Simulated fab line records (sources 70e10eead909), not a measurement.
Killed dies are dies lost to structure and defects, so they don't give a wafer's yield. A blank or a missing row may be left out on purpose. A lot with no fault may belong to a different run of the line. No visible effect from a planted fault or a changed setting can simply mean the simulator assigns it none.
Matching of chambers -- flow nand_harc -- 4 sister chambers for NHARC_A_CONTACT_ETCH_91 on rie_diel-09
The step etches the open film in CH3F/O2, target depth 40 nm, time 85.7 s. 8 wafers are shown with their chamber, then 12 later ones without.

## WAFERS WITH THEIR CHAMBER
wafer,chamber,drypump_motor_current_A (A),showerhead_plenum_p_Torr (Torr)
L079.4,1,6.0,2.29
L086.2,0,5.2,2.39
L089.1,2,4.7,2.31
L089.5,1,6.0,2.28
L089.6,0,5.2,2.39
L090.2,3,5.6,2.65
L090.3,2,4.7,2.30
L090.6,3,5.5,2.65

## WAFERS WHOSE CHAMBER IS MISSING
wafer,drypump_motor_current_A (A),showerhead_plenum_p_Torr (Torr)
L092.1,5.5,2.65
L092.3,6.0,2.28
L092.5,5.6,2.65
L093.3,6.0,2.28
L093.5,5.6,2.65
L093.6,4.7,2.30
L095.3,4.6,2.30
L095.5,5.2,2.39
L095.6,6.0,2.28
L097.2,4.7,2.30
L097.3,6.0,2.28
L097.4,5.5,2.65

## CHAMBER TAKEN BY EACH
wafer,from the rows above,in truth
L092.1,3,3
L092.3,1,1
L092.5,3,3
L093.3,1,1
L093.5,3,3
L093.6,2,2
L095.3,2,2
L095.5,0,0
L095.6,1,1
L097.2,2,2
L097.3,1,1
L097.4,3,3
Placed correctly: 12 of 12. Left unplaced by these rows: 0. 0 placed wrongly.
How it was worked out, from the rows above alone: a wafer's distance from a chamber is the root of the sum, over the readings, of the square of ((its reading less the chamber's mean) divided by the reading's scatter). If the next closest chamber is less than 2 further off than the closest, the wafer can't be placed; otherwise it belongs to the closest. The mean given for a chamber averages the wafers shown for that chamber. How the scatter is found: for the shown wafers, subtract from each reading the mean of its chamber, square and add these, divide the total by (wafers less chambers), then take the root.
